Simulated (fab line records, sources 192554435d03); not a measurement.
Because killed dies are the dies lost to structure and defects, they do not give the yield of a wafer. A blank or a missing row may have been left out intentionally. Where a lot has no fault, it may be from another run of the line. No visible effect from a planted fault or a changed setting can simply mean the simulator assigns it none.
Chamber matching :: flow n5Finfet :: N5_BEOL_M2_CO_CAP_55 on cvdCo-01 has 3 sister chambers
The step material Co, precursor CCTBA/H2, target thk 2 nm, time 102.1 s. 24 wafers are shown with their chamber, then 12 later ones without.

== WAFERS PAIRED WITH THEIR CHAMBERS ==
wafer: L076.1
chamber: 2
heaterPowerW (W): 228

wafer: L076.4
chamber: 2
heaterPowerW (W): 233

wafer: L076.6
chamber: 1
heaterPowerW (W): 234

wafer: L078.2
chamber: 0
heaterPowerW (W): 203

wafer: L078.3
chamber: 1
heaterPowerW (W): 234

wafer: L078.6
chamber: 2
heaterPowerW (W): 236

wafer: L079.3
chamber: 2
heaterPowerW (W): 227

wafer: L079.5
chamber: 1
heaterPowerW (W): 232

wafer: L079.6
chamber: 0
heaterPowerW (W): 202

wafer: L080.2
chamber: 0
heaterPowerW (W): 199

wafer: L080.3
chamber: 1
heaterPowerW (W): 232

wafer: L080.4
chamber: 1
heaterPowerW (W): 230

wafer: L082.2
chamber: 2
heaterPowerW (W): 237

wafer: L082.4
chamber: 1
heaterPowerW (W): 231

wafer: L082.5
chamber: 0
heaterPowerW (W): 200

wafer: L084.1
chamber: 1
heaterPowerW (W): 235

wafer: L084.2
chamber: 2
heaterPowerW (W): 231

wafer: L084.3
chamber: 0
heaterPowerW (W): 199

wafer: L085.1
chamber: 0
heaterPowerW (W): 200

wafer: L085.3
chamber: 1
heaterPowerW (W): 225

wafer: L085.4
chamber: 2
heaterPowerW (W): 231

wafer: L086.1
chamber: 1
heaterPowerW (W): 228

wafer: L086.2
chamber: 2
heaterPowerW (W): 230

wafer: L086.4
chamber: 0
heaterPowerW (W): 198

SIGNATURES, as means of the wafers listed above
reading: heaterPowerW
chamber 0: 200.14
chamber 1: 231.22
chamber 2: 231.62
scatter within a chamber: 2.99
Rule: distance of a wafer from a chamber = root of the sum over the readings of ((wafer's reading minus chamber's mean) / reading's scatter) squared. If the next closest chamber is less than 2 further off than the closest, the wafer can't be placed; otherwise it belongs to the closest. The scatter: take each reading less its chamber's mean, square it, sum over the shown wafers, divide by the number of wafers less the number of chambers, and take the root.

== WAFERS MISSING THEIR CHAMBER ==
wafer: L088.1
heaterPowerW (W): 199

wafer: L088.3
heaterPowerW (W): 228

wafer: L088.4
heaterPowerW (W): 194

wafer: L092.1
heaterPowerW (W): 232

wafer: L092.4
heaterPowerW (W): 233

wafer: L092.5
heaterPowerW (W): 234

wafer: L094.1
heaterPowerW (W): 235

wafer: L094.2
heaterPowerW (W): 232

wafer: L094.5
heaterPowerW (W): 201

wafer: L095.2
heaterPowerW (W): 197

wafer: L095.3
heaterPowerW (W): 233

wafer: L095.4
heaterPowerW (W): 235

== EACH ONE'S CHAMBER ==
wafer: L088.1
from the rows above: 0
in truth: 0

wafer: L088.3
from the rows above: can't be placed: 1 or 2
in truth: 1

wafer: L088.4
from the rows above: 0
in truth: 0

wafer: L092.1
from the rows above: can't be placed: 2 or 1
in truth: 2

wafer: L092.4
from the rows above: can't be placed: 2 or 1
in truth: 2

wafer: L092.5
from the rows above: can't be placed: 2 or 1
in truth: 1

wafer: L094.1
from the rows above: can't be placed: 2 or 1
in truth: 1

wafer: L094.2
from the rows above: can't be placed: 2 or 1
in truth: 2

wafer: L094.5
from the rows above: 0
in truth: 0

wafer: L095.2
from the rows above: 0
in truth: 0

wafer: L095.3
from the rows above: can't be placed: 2 or 1
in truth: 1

wafer: L095.4
from the rows above: can't be placed: 2 or 1
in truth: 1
Placed correctly: 4 of 12. Cannot be placed on the basis of these rows: 8; the candidates contain the true chamber in 8. 0 placed wrongly.
